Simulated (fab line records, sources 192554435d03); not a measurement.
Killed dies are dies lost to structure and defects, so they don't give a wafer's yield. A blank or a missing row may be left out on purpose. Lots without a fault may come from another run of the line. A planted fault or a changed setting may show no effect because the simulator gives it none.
Split-lot experiment | flow n5_finfet | 7 lots, 39 wafers read, on a route of 1938 steps

THE SPLIT
At N5_FIN_CUT_ETCH_21 (etches SOC in N2/H2, target depth 219 nm, overetch 43.8 nm, time 523.5 s), the setting time_s was moved away from the recipe's 523.5 s on 9 of the 39 wafers read, by -19.3% to -17.0%. The other wafers ran this setting at the recipe's value.

The reading is taken at the split's own step.

THE READING
SiARC_of_FIN_CUT_COAT_19.thk_nm (the simulator's own value, which no gauge read), in nm, at N5_FIN_CUT_ETCH_21 (etches SOC in N2/H2, target depth 219 nm, overetch 43.8 nm, time 523.5 s). The file gives no usual value for it. The 30 wafers here that ran the recipe average 11.9 nm, standard deviation 0.19 nm.

wafer  | tool, chamber at the split | time_s as run, s | against the recipe | SiARC_of_FIN_CUT_COAT_19.thk_nm, nm | against lot-mates on the recipe
L074.1 | rie_diel-04, 0             | 434.5            | -17.0%             | 13.2                                | +1.3
L074.2 | rie_diel-04, 2             | 434.5            | -17.0%             | 13.4                                | +1.5
L074.3 | rie_diel-04, 1             | 434.5            | -17.0%             | 13.2                                | +1.3
L074.4 | rie_diel-04, 3             | 523.5            | recipe             | 11.8                                | -
L074.5 | rie_diel-04, 0             | 523.5            | recipe             | 12                                  | -
L074.6 | rie_diel-04, 1             | 523.5            | recipe             | 12                                  | -
L076.1 | rie_diel-04, 3             | 523.5            | recipe             | 11.6                                | -
L076.4 | rie_diel-04, 2             | 523.5            | recipe             | 12                                  | -
L076.6 | rie_diel-04, 1             | 523.5            | recipe             | 11.6                                | -
L079.1 | rie_diel-04, 2             | 523.5            | recipe             | 12                                  | -
L079.2 | rie_diel-04, 1             | 422.6            | -19.3%             | 13.2                                | +1.3
L079.3 | rie_diel-04, 0             | 422.6            | -19.3%             | 13.2                                | +1.3
L079.4 | rie_diel-04, 3             | 422.6            | -19.3%             | 13.4                                | +1.5
L079.5 | rie_diel-04, 1             | 523.5            | recipe             | 11.6                                | -
L079.6 | rie_diel-04, 2             | 523.5            | recipe             | 12                                  | -
L082.1 | rie_diel-01, 3             | 523.5            | recipe             | 12                                  | -
L082.2 | rie_diel-01, 0             | 523.5            | recipe             | 12                                  | -
L082.3 | rie_diel-01, 1             | 523.5            | recipe             | 11.6                                | -
L082.4 | rie_diel-01, 3             | 523.5            | recipe             | 12.2                                | -
L082.5 | rie_diel-01, 0             | 523.5            | recipe             | 12                                  | -
L082.6 | rie_diel-01, 1             | 523.5            | recipe             | 11.8                                | -
L091.1 | rie_diel-04, 0,2           | 523.5            | recipe             | 12                                  | -
L091.4 | rie_diel-04, 0,2           | 523.5            | recipe             | 12                                  | -
L091.2 | rie_diel-04, 1,0           | 523.5            | recipe             | 11.8                                | -
L091.6 | rie_diel-04, 1,0           | 523.5            | recipe             | 11.8                                | -
L091.3 | rie_diel-04, 2             | 523.5            | recipe             | 12.2                                | -
L091.5 | rie_diel-04, 1             | 523.5            | recipe             | 11.8                                | -
L093.1 | rie_diel-01, 1             | 523.5            | recipe             | 11.6                                | -
L093.2 | rie_diel-01, 2             | 523.5            | recipe             | 12                                  | -
L093.3 | rie_diel-01, 3             | 523.5            | recipe             | 12.2                                | -
L093.4 | rie_diel-01, 0             | 523.5            | recipe             | 12.2                                | -
L093.5 | rie_diel-01, 3             | 523.5            | recipe             | 12.2                                | -
L093.6 | rie_diel-01, 0             | 523.5            | recipe             | 12                                  | -
L096.1 | rie_diel-04, 2             | 430.1            | -17.8%             | 13.4                                | +1.5
L096.2 | rie_diel-04, 0             | 430.1            | -17.8%             | 13.2                                | +1.3
L096.3 | rie_diel-04, 3             | 523.5            | recipe             | 11.8                                | -
L096.4 | rie_diel-04, 0             | 430.1            | -17.8%             | 13.2                                | +1.3
L096.5 | rie_diel-04, 3             | 523.5            | recipe             | 11.8                                | -
L096.6 | rie_diel-04, 2             | 523.5            | recipe             | 12                                  | -
Where a row lists several chambers, the file gives one row for several wafers and doesn't say which wafer went through which chamber.

THE FIT
A straight line over all 39 wafers: SiARC_of_FIN_CUT_COAT_19.thk_nm changes by -0.0744 nm for each +1% of time_s; r = -0.95; the points scatter about the line by 0.18 nm.
The same after taking each lot's own level away (the mean of its wafers on the recipe; 39 wafers): -0.0762 nm for each +1%; r = -0.96; scatter 0.16 nm.
On that fit, the largest move of time_s shifts the reading by 1.5 nm.
The lots' own levels span 11.73 to 12.03 nm, that is 1.6 times the standard deviation above.
So the lot-to-lot level changes the slope little: the two slopes agree.
Check: with one of the wafers moved furthest among these (-19.3%) left out of the fit, the line predicts +1.49 nm for it against its lot-mates. It came out at +1.33 nm against them.

THE WHOLE CHAIN: every reading that the file lists as answering this split, in the file's order
step               | what it does                                                             | reading                                                                          | change (the file's fit)                | r (the file's)
N5_FIN_CUT_ETCH_21 | etches SOC in N2/H2, target depth 219 nm, overetch 43.8 nm, time 523.5 s | etch.depth_nm (the simulator's own value, which no gauge read)                   | +0.692 nm for each +1% of the setting  | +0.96
N5_FIN_CUT_ETCH_21 | etches SOC in N2/H2, target depth 219 nm, overetch 43.8 nm, time 523.5 s | SiARC_of_FIN_CUT_COAT_19.thk_nm (the simulator's own value, which no gauge read) | -0.0762 nm for each +1% of the setting | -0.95

THE FILE'S OWN FIT
SiARC_of_FIN_CUT_COAT_19.thk_nm changes by -0.0762 nm for each +1% of time_s, r = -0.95.
